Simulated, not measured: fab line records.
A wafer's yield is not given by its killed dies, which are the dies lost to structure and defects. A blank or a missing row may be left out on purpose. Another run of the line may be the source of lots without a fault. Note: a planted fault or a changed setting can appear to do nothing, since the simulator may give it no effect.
fab line records	flow n5_finfet	part 1 of 2: steps 1 to 16 of 23
record lots=5	wafers=15	last_day=16
route steps=1938 shown BEOL_M0_SAQP@651
lots with no fault: from the same line, run without faults
start_h: the number of hours between the record's first day and the start of the first shown wafer of the lot	wait_h: how many hours have passed since the lot's step before this one	" as in the row above	L1.1+2: a row that stands for several wafers	- either no value or no given start	* or withheld: withheld	< > ~ a bound
route shown NAME@n: names a module that has steps shown in the file, with the first one's number in the route	usual: mean/standard deviation taken from wafers without a fault	same: alike in all rows	chamber/n: place in a boat	sites: per-site readings	_std_site: how widely they spread, as a standard deviation	_edge_site: outer sites' mean less inner sites'	radius_mm: how far each site lies from the wafer's centre	mask NAME#n: copy n	behind: the tool/chamber that last shaped the wafer	hold: reason for holding the lot/hours on hold/outcome of the hold	device: which transistor (n, p or np) failed to switch	end of line: the same wafers' tests at the end of the route	a step given without rows: its recipe and nothing more	killed: dies that structure and defects cost at the first sort, which is not the same as the wafer's yield	map: a wafer's dies, marking killed ones x, the rest . and places with no die _
set.NAME: the setting the step ran with; set.NAME@STEP: the setting that earlier step ran with	model.NAME: the simulator's own value behind a step, which no gauge read
lots at selected steps of the route; one table per step, one row per wafer
services: when a tool's chamber went out of use (start_h, in hours from the record's first day, below 0 if earlier), for how many hours, and the reason
## steps
# step N5_BEOL_M0_SAQP_INSPECT_16
# recipe mode=adi	inspect_instrument=brightfield
# usual raw_defect_count=521/120
lot.wafer	tool	chamber	start_h	wait_h	raw_defect_count
L078.3	defect_inspect-02	-	130.81	0.0	637
L078.5	"	-	"	"	667
L078.6	"	-	"	"	600
L083.1	defect_inspect-01	-	162.32	0.0	859
L083.5	"	-	"	"	417
L083.6	"	-	"	"	749
L084.1	defect_inspect-02	-	173.54	0.0	296
L084.2	"	-	"	"	428
L084.3	"	-	"	"	369
L086.2	defect_inspect-02	-	180.63	0.0	476
L086.4	"	-	"	"	558
L086.6	"	-	"	"	513
L088.2	defect_inspect-01	-	193.42	0.0	643
L088.5	"	-	"	"	390
L088.6	"	-	"	"	369
# step N5_BEOL_M0_SAQP_DESCUM_19
# recipe chemistry=O2	time_s=7.9	source_power_w=50	bias_power_w=20	pressure_mtorr=20	rf_frequency_hz=2.712e+07	temp_c=40	resist=CAR-ArF	o2_flow_sccm=225
# usual drypump_motor_current_A=5.78/0.29	o2_flow_sccm=225.0/0.64	oes_product_au=0.79/0.084	rf_vpp_V=242.6/1.4	showerhead_plenum_p_Torr=2.06/0.063	throttle_valve_pct=20.43/0.16
lot.wafer	tool	chamber	start_h	wait_h	drypump_motor_current_A	o2_flow_sccm	oes_product_au	rf_hours_counter_h	rf_vpp_V	showerhead_plenum_p_Torr	throttle_valve_pct
L078.3	rie_diel-05	3	130.84	0.0	5.97	224.7	0.84	55	242.5	2.14	20.63
L078.5	"	1	"	"	5.74	225.3	0.74	-	245.8	2.19	20.41
L078.6	"	2	"	"	5.34	223.5	0.74	-	242.3	2.05	20.28
L083.1	rie_diel-03	1	162.38	0.1	5.94	226.1	0.76	134	243.2	2.08	20.25
L083.5	"	2	"	"	6.04	224.5	0.69	-	240.5	1.99	20.38
L083.6	"	1	"	"	5.92	225.4	0.77	-	242.7	2.08	20.26
L084.1	rie_diel-03	2	173.58	0.0	6.08	226.2	0.70	198	242.7	1.99	20.40
L084.2	"	3	"	"	5.69	224.1	0.77	169	241.5	1.99	20.58
L084.3	"	1	"	"	5.96	224.9	0.77	136	244.2	2.08	20.26
L086.2	rie_diel-06	3	180.74	0.1	5.86	224.1	0.77	135	242.3	2.00	20.27
L086.4	"	2	"	"	5.30	225.1	0.69	255	241.8	2.00	20.91
L086.6	"	2	"	"	5.34	223.6	0.69	-	240.4	2.00	20.91
L088.2	rie_diel-05	3	193.45	0.0	5.97	226.2	0.82	71	243.5	2.13	20.64
L088.5	"	1	"	"	5.75	224.5	0.73	-	244.9	2.18	20.44
L088.6	"	2	"	"	5.32	225.1	0.72	-	243.1	2.05	20.31
# step N5_BEOL_M0_SAQP_ETCH_83
# recipe chemistry=CF4	target=SiARC	target_depth_a=390	mask_material=CAR-ArF	time_s=65	ion_energy_ev=80	pressure_mtorr=40	source_w=545	bias_w=36	Ar_flow_sccm=100	cf4_flow_sccm=100	ends=cleared
# usual drypump_motor_current_A=5.78/0.29	etch_rf_on_time_s=64.5/2.7	oes_product_au=0.68/0.07	rf_vpp_V=183.6/1.1	showerhead_plenum_p_Torr=2.11/0.064	throttle_valve_pct=15.66/0.19
lot.wafer	tool	chamber	start_h	wait_h	drypump_motor_current_A	etch_rf_on_time_s	oes_product_au	rf_hours_counter_h	rf_vpp_V	showerhead_plenum_p_Torr	throttle_valve_pct
L078.3	rie_diel-05	3	130.88	0.0	5.94	67.9	0.71	55	182.6	2.19	15.77
L078.5	"	1	"	"	5.76	62.4	0.67	-	185.4	2.23	15.60
L078.6	"	2	"	"	5.33	70.5	0.60	-	183.4	2.15	15.82
L083.1	rie_diel-03	1	162.41	0.0	5.91	61.5	0.69	134	184.4	2.16	15.68
L083.5	"	2	"	"	6.09	62.6	0.61	-	183.2	2.05	15.63
L083.6	"	1	"	"	5.95	62.1	0.68	-	183.7	2.16	15.67
L084.1	rie_diel-03	2	173.61	0.0	6.03	62.7	0.60	198	182.9	2.05	15.64
L084.2	"	3	"	"	5.71	65.5	0.66	169	182.5	2.06	15.89
L084.3	"	1	"	"	6.02	61.7	0.68	136	183.9	2.16	15.69
L086.2	rie_diel-06	3	180.77	0.0	5.88	62.6	0.67	135	185.0	2.06	15.53
L086.4	"	2	"	"	5.33	61.6	0.60	255	181.3	2.04	16.01
L086.6	"	2	"	"	5.34	61.2	0.60	-	182.1	2.04	16.00
L088.2	rie_diel-05	3	193.49	0.0	5.94	67.6	0.69	71	184.5	2.19	15.79
L088.5	"	1	"	"	5.76	62.3	0.65	-	184.3	2.23	15.63
L088.6	"	2	"	"	5.34	70.6	0.59	-	184.8	2.15	15.81
# step N5_BEOL_M0_SAQP_ETCH_84
# recipe chemistry=N2/H2	target=SOC	target_depth_a=1000	overetch_a=200	mask_material=SiARC	temp_c=40	time_s=150	ion_energy_ev=200	pressure_mtorr=30	source_w=840	bias_w=150	n2_flow_sccm=200	h2_flow_sccm=200
# usual drypump_motor_current_A=5.79/0.29	oes_product_au=0.71/0.073	rf_vpp_V=522.8/2.3	showerhead_plenum_p_Torr=2.51/0.082	throttle_valve_pct=17.87/0.21
lot.wafer	tool	chamber	start_h	wait_h	drypump_motor_current_A	oes_product_au	rf_hours_counter_h	rf_vpp_V	showerhead_plenum_p_Torr	throttle_valve_pct
L078.3	rie_diel-05	3	130.93	0.0	6.00	0.75	55	525.5	2.61	18.13
L078.5	"	1	"	"	5.75	0.67	-	527.3	2.66	17.74
L078.6	"	2	"	"	5.33	0.66	-	522.5	2.50	17.62
L083.1	rie_diel-03	1	162.46	0.0	5.99	0.69	134	525.5	2.56	17.94
L083.5	"	2	"	"	6.06	0.62	-	519.3	2.42	17.74
L083.6	"	1	"	"	5.96	0.69	-	524.2	2.56	17.93
L084.1	rie_diel-03	2	173.66	0.0	6.06	0.63	198	519.8	2.42	17.75
L084.2	"	3	"	"	5.69	0.69	169	520.0	2.44	18.10
L084.3	"	1	"	"	5.96	0.69	137	526.2	2.56	17.95
L086.2	rie_diel-06	3	180.82	0.0	5.89	0.70	135	521.2	2.43	17.65
L086.4	"	2	"	"	5.36	0.61	255	518.7	2.42	18.34
L086.6	"	2	"	"	5.35	0.61	-	521.2	2.42	18.36
L088.2	rie_diel-05	3	193.54	0.0	5.97	0.74	71	526.0	2.60	18.15
L088.5	"	1	"	"	5.74	0.67	-	526.2	2.65	17.77
L088.6	"	2	"	"	5.33	0.65	-	521.7	2.49	17.67
# step N5_BEOL_M0_SAQP_STRIP_80
# recipe chemistry=N2/H2	temp_c=40	n2_flow_sccm=200	h2_flow_sccm=200	rf_frequency_hz=6e+07
lot.wafer	tool	chamber	start_h	wait_h
L078.3+5+6	rie_diel-05	3,1,2	131.02	0.0
L083.1+5+6	rie_diel-03	1,2,1	162.56	0.0
L084.1+2+3	rie_diel-03	2,3,1	173.76	0.0
L086.2+4+6	rie_diel-06	3,2,2	180.92	0.0
L088.2+5+6	rie_diel-05	3,1,2	193.64	0.0
# step N5_BEOL_M0_SAQP_HM_OPEN_112
# recipe chemistry=CHF3/O2	target=SiO2	stop_on=a-Si	target_depth_a=120	over_etch_frac=1.25	mask_material=SOC	time_s=13.5	pressure_mtorr=30	source_w=650	bias_w=170	Ar_flow_sccm=200	CHF3_flow_sccm=50	O2_flow_sccm=5	ion_energy_ev=200	ends=end_point
# usual CHF3_flow_sccm=50.01/0.15	drypump_motor_current_A=5.78/0.29	oes_product_au=0.52/0.053	rf_vpp_V=523/12	showerhead_plenum_p_Torr=2.37/0.073	throttle_valve_pct=18.85/0.21
lot.wafer	tool	chamber	start_h	wait_h	CHF3_flow_sccm	drypump_motor_current_A	oes_product_au	rf_hours_counter_h	rf_vpp_V	showerhead_plenum_p_Torr	throttle_valve_pct
L078.3	rie_diel-05	3	131.03	0.0	49.87	6.00	0.56	55	537	2.47	19.10
L078.5	"	1	"	"	50.20	5.75	0.50	-	541	2.49	18.70
L078.6	"	2	"	"	50.24	5.33	0.48	-	518	2.43	19.09
L083.1	rie_diel-03	1	162.57	0.0	49.81	6.01	0.50	134	513	2.40	18.75
L083.5	"	2	"	"	50.08	6.04	0.46	-	504	2.32	18.92
L083.6	"	1	"	"	49.85	6.02	0.51	-	511	2.40	18.77
L084.1	rie_diel-03	2	173.77	0.0	50.07	6.02	0.46	198	503	2.32	18.91
L084.2	"	3	"	"	49.89	5.70	0.50	170	529	2.31	19.06
L084.3	"	1	"	"	50.09	5.99	0.51	137	513	2.40	18.77
L086.2	rie_diel-06	3	180.93	0.0	50.29	5.89	0.50	135	528	2.30	18.70
L086.4	"	2	"	"	50.14	5.34	0.44	255	526	2.30	19.22
L086.6	"	2	"	"	50.05	5.33	0.44	-	527	2.30	19.22
L088.2	rie_diel-05	3	193.65	0.0	50.27	5.96	0.54	71	536	2.46	19.10
L088.5	"	1	"	"	50.00	5.79	0.49	-	541	2.48	18.73
L088.6	"	2	"	"	50.08	5.32	0.47	-	520	2.42	19.10
# step N5_BEOL_M0_SAQP_STRIP_113
# recipe chemistry=CHF3/O2	resist=SiARC	rf_frequency_hz=6e+07
lot.wafer	tool	chamber	start_h	wait_h
L078.3+5+6	rie_diel-05	3,1,2	131.09	0.0
L083.1+5+6	rie_diel-03	1,2,1	162.62	0.0
L084.1+2+3	rie_diel-03	2,3,1	173.82	0.0
L086.2+4+6	rie_diel-06	3,2,2	180.98	0.0
L088.2+5+6	rie_diel-05	3,1,2	193.70	0.0
# step N5_BEOL_M0_SAQP_MANDREL_ETCH_20
# recipe target_depth_a=600	chemistry=HBr/Cl2	target=a-Si	stop_on=SiNx	bt_time_s=10	mask_material=SOC	over_etch_frac=0.5	time_s=30	pressure_mtorr=10	icp_w=800	bias_w=75	HBr_flow_sccm=150	Cl2_flow_sccm=80	ends=end_point
# usual drypump_motor_current_A=5.36/0.25	oes_product_au=0.767/0.011	throttle_valve_pct=35.4/0.38
lot.wafer	tool	chamber	start_h	wait_h	drypump_motor_current_A	oes_product_au	rf_hours_counter_h	throttle_valve_pct
L078.3	rie_si-05	3	131.12	0.0	5.70	0.761	6	35.7
L078.5	"	1	"	"	5.58	0.762	-	35.0
L078.6	"	2	"	"	5.46	0.764	-	35.7
L083.1	rie_si-05	2	162.65	0.0	5.45	0.765	140	35.7
L083.5	"	1	"	"	5.56	0.775	-	35.1
L083.6	"	2	"	"	5.46	0.774	-	35.7
L084.1	rie_si-05	2	173.85	0.0	5.44	0.745	140	35.8
L084.2	"	0	"	"	5.05	0.748	170	35.3
L084.3	"	3	"	"	5.73	0.778	7	35.7
L086.2	rie_si-03	1	181.01	0.0	5.44	0.748	8	34.9
L086.4	"	2	"	"	5.26	0.770	95	35.7
L086.6	"	2	"	"	5.25	0.753	-	35.7
L088.2	rie_si-05	0	193.73	0.0	5.03	0.758	170	35.3
L088.5	"	1	"	"	5.55	0.768	-	35.1
L088.6	"	2	"	"	5.44	0.757	-	35.7
# step N5_BEOL_M0_SAQP_STRIP_86
# recipe chemistry=N2/H2	power_w=500	temp_c=40	pressure_mtorr=50	rf_frequency_hz=6e+07	overash_fraction=0.3	bias_power_w=28	h2_frac=0.5	n2_flow_sccm=300	h2_flow_sccm=300
# usual drypump_motor_current_A=5.78/0.29	oes_product_au=0.79/0.083	rf_vpp_V=121.5/1.4	showerhead_plenum_p_Torr=3.31/0.098	throttle_valve_pct=19.0/0.35
lot.wafer	tool	chamber	start_h	wait_h	drypump_motor_current_A	oes_product_au	rf_hours_counter_h	rf_vpp_V	showerhead_plenum_p_Torr	throttle_valve_pct
L078.3	rie_diel-05	0	131.22	0.1	5.52	1.05	0	120.9	3.46	19.1
L078.5	"	2	"	"	5.34	0.74	-	121.2	3.30	18.4
L078.6	"	3	"	"	6.02	0.85	-	121.4	3.44	19.5
L083.1	rie_diel-05	1	162.75	0.1	5.75	0.75	154	121.4	3.50	18.7
L083.5	"	2	"	"	5.34	0.73	-	121.2	3.30	18.4
L083.6	"	3	"	"	6.00	0.84	-	119.6	3.44	19.4
L084.1	rie_diel-03	1	173.95	0.1	5.98	0.76	137	122.8	3.38	19.1
L084.2	"	3	"	"	5.71	0.76	170	120.4	3.23	19.1
L084.3	"	2	"	"	6.07	0.70	198	123.1	3.20	18.6
L086.2	rie_diel-05	0	181.11	0.1	5.56	0.98	14	123.3	3.45	19.1
L086.4	"	2	"	"	5.33	0.73	193	121.1	3.29	18.4
L086.6	"	0	"	"	5.54	0.98	-	122.7	3.45	19.1
L088.2	rie_diel-03	0	193.88	0.1	6.40	0.93	12	123.6	3.28	18.6
L088.5	"	3	"	"	5.71	0.77	-	121.3	3.23	19.1
L088.6	"	2	"	"	6.10	0.70	-	119.8	3.20	18.6
# step N5_BEOL_M0_SAQP_STRIP_115
# recipe chemistry=post_etch_residue_remover	time_s=60	temp_c=25	remover_ph=withheld	remover_water_wt_pct=withheld	remover_fluoride_wt_pct=withheld
lot.wafer	tool	chamber	start_h	wait_h
L078.3+5+6	wet_bench-01	7,0,3	131.29	-
L083.1+5+6	wet_bench-01	0,5,1	162.82	-
L084.1+2+3	wet_bench-01	3,6,7	174.02	-
L086.2+4+6	wet_bench-06	0,6,2	181.18	-
L088.2+5+6	wet_bench-06	5,6,2	193.95	-
# step N5_BEOL_M0_SAQP_SRD_93
# recipe dry=ipa_marangoni	time_s=30	temp_c=23	rinse_liquid=diw
lot.wafer	tool	chamber	start_h	wait_h
L078.3+5+6	wet_bench-01	7,0,3	131.31	0.0
L083.1+5+6	wet_bench-01	0,5,1	162.84	0.0
L084.1+2+3	wet_bench-01	3,6,7	174.04	0.0
L086.2+4+6	wet_bench-06	0,6,2	181.20	0.0
L088.2+5+6	wet_bench-06	5,6,2	193.97	0.0
# step N5_BEOL_M0_SAQP_RECESS_114
# recipe chemistry=HF/NH3	target=SiO2	target_depth_a=144	afs_cycles=3	temp_c=30	sublimation_temp_c=180	sublimation_time_s=60
# usual drypump_motor_current_A=5.5/0.33
lot.wafer	tool	chamber	start_h	wait_h	drypump_motor_current_A
L078.3	vapor_etch-01	0	131.47	0.1	5.6
L078.5	"	0	"	"	5.6
L078.6	"	1	"	"	6.0
L083.1	vapor_etch-02	0	163.13	0.3	5.7
L083.5	"	1	"	"	5.1
L083.6	"	0	"	"	5.7
L084.1	vapor_etch-02	1	174.08	0.0	5.1
L084.2	"	0	"	"	5.7
L084.3	"	0	"	"	5.7
L086.2	vapor_etch-02	1	181.42	0.2	5.1
L086.4	"	0	"	"	5.7
L086.6	"	0	"	"	5.7
L088.2	vapor_etch-02	0	194.01	0.0	5.7
L088.5	"	0	"	"	5.7
L088.6	"	1	"	"	5.1
# step N5_BEOL_M0_SAQP_SPACER1_ALD_98
# recipe material=SiO2	target_thk_a=128	temp_c=300	ald_precursor_family=BDEAS	ald_co_reactant=O2-plasma	pulse_time_s=1	purge_time_s=2	co_reactant_purge_time_s=2	ald_cycles=138	pressure_torr=2
# usual heater_power_w=469/31	precursor_pulse_height_rel=1.002/0.018
lot.wafer	tool	chamber	start_h	wait_h	heater_power_w	precursor_pulse_height_rel
L078.3	ald_sin-04	3	132.08	0.5	474	1.030
L078.5	"	3	"	"	481	1.014
L078.6	"	2	"	"	420	1.038
L083.1	ald_sin-02	0	164.55	1.3	435	0.958
L083.5	"	2	"	"	427	0.983
L083.6	"	1	"	"	506	0.991
L084.1	ald_sin-02	1	174.47	0.3	508	1.029
L084.2	"	0	"	"	444	0.984
L084.3	"	3	"	"	509	1.017
L086.2	ald_sin-04	0	182.40	0.9	464	1.020
L086.4	"	0	"	"	462	1.029
L086.6	"	2	"	"	430	1.002
L088.2	ald_sin-04	0	194.71	0.6	457	0.980
L088.5	"	2	"	"	428	0.966
L088.6	"	3	"	"	480	0.993
# step N5_BEOL_M0_SAQP_SPACER1_ETCHBACK_99
# recipe chemistry=CHF3/O2	mode=anisotropic_etchback	target=SiO2	target_depth_a=154	time_s=7.7	pressure_mtorr=30	source_w=650	bias_w=170	Ar_flow_sccm=200	CHF3_flow_sccm=50	O2_flow_sccm=5	ion_energy_ev=200
# usual CHF3_flow_sccm=50.00/0.15	drypump_motor_current_A=5.80/0.29	oes_product_au=0.79/0.083	rf_vpp_V=523/12	showerhead_plenum_p_Torr=2.38/0.075	throttle_valve_pct=18.92/0.2
lot.wafer	tool	chamber	start_h	wait_h	CHF3_flow_sccm	drypump_motor_current_A	oes_product_au	rf_hours_counter_h	rf_vpp_V	showerhead_plenum_p_Torr	throttle_valve_pct
L078.3	rie_diel-03	1	132.56	0.3	49.84	5.94	0.78	125	512	2.41	18.79
L078.5	"	3	"	"	50.06	5.68	0.77	-	530	2.31	19.11
L078.6	"	2	"	"	49.98	6.02	0.71	-	502	2.32	18.96
L083.1	rie_diel-05	3	165.03	0.3	49.99	5.95	0.83	63	536	2.47	19.17
L083.5	"	0	"	"	49.82	5.50	0.98	-	525	2.47	19.14
L083.6	"	3	"	"	49.95	5.99	0.84	-	535	2.47	19.14
L084.1	rie_diel-05	2	174.94	0.3	50.34	5.32	0.71	191	520	2.43	19.14
L084.2	"	0	"	"	49.99	5.49	0.99	11	524	2.46	19.15
L084.3	"	1	"	"	50.12	5.76	0.76	157	540	2.49	18.79
L086.2	rie_diel-06	0	182.87	0.3	49.81	5.56	0.87	37	528	2.34	18.56
L086.4	"	1	"	"	49.77	5.64	0.76	-	508	2.28	18.73
L086.6	"	0	"	"	50.03	5.55	0.87	-	529	2.34	18.57
L088.2	rie_diel-06	0	195.19	0.3	49.80	5.56	0.87	40	528	2.34	18.58
L088.5	"	3	"	"	50.08	5.87	0.78	-	528	2.30	18.76
L088.6	"	0	"	"	50.16	5.57	0.87	-	529	2.34	18.56
# step N5_BEOL_M0_SAQP_MANDREL1_REMOVE_100
# recipe chemistry=HBr/Cl2/O2	bt_time_s=10	target=a-Si	stop_on=SiNx	endpoint=OES-SiCl	over_etch_frac=0.85	icp_w=600	bias_w=30	HBr_flow_sccm=150	Cl2_flow_sccm=80	O2_flow_sccm=5	pressure_mtorr=10
# usual drypump_motor_current_A=5.34/0.26	oes_product_au=0.993/0.012	throttle_valve_pct=36.8/0.45
lot.wafer	tool	chamber	start_h	wait_h	drypump_motor_current_A	oes_product_au	rf_hours_counter_h	throttle_valve_pct
L078.3	rie_si-05	2	132.65	0.1	5.45	0.986	139	37.0
L078.5	"	1	"	"	5.56	1.009	-	36.3
L078.6	"	2	"	"	5.45	0.973	-	37.0
L083.1	rie_si-03	1	165.11	0.1	5.42	0.970	8	36.1
L083.5	"	2	"	"	5.25	0.987	-	36.9
L083.6	"	3	"	"	4.94	0.997	-	36.7
L084.1	rie_si-05	2	175.03	0.1	5.48	0.986	140	37.0
L084.2	"	0	"	"	5.04	0.988	170	36.5
L084.3	"	1	"	"	5.56	1.004	182	36.3
L086.2	rie_si-01	3	182.96	0.1	5.53	0.992	0	37.3
L086.4	"	0	"	"	5.53	1.022	102	36.9
L086.6	"	1	"	"	4.85	1.004	-	37.4
L088.2	rie_si-01	3	195.28	0.1	5.53	0.998	0	37.3
L088.5	"	0	"	"	5.54	1.021	-	36.9
L088.6	"	1	"	"	4.85	1.001	-	37.4
# step N5_BEOL_M0_SAQP_CD_MEAS_25
# recipe target_cd_nm=13.1	landing_energy_ev=1000	detector=se_inlens
# usual cd_nm=12.85/0.23
lot.wafer	tool	chamber	start_h	wait_h	cd_nm
L078.3	cd_sem-02	0	132.76	0.1	12.96
L078.5	"	0	"	"	13.03
L078.6	"	0	"	"	12.81
L083.1	cd_sem-03	0	165.23	0.1	12.77
L083.5	"	0	"	"	12.68
L083.6	"	0	"	"	13.19
L084.1	cd_sem-02	0	175.14	0.1	13.13
L084.2	"	0	"	"	12.72
L084.3	"	0	"	"	12.72
L086.2	cd_sem-03	0	183.07	0.1	12.90
L086.4	"	0	"	"	12.96
L086.6	"	0	"	"	12.56
L088.2	cd_sem-01	0	195.39	0.1	12.76
L088.5	"	0	"	"	12.48
L088.6	"	0	"	"	12.97
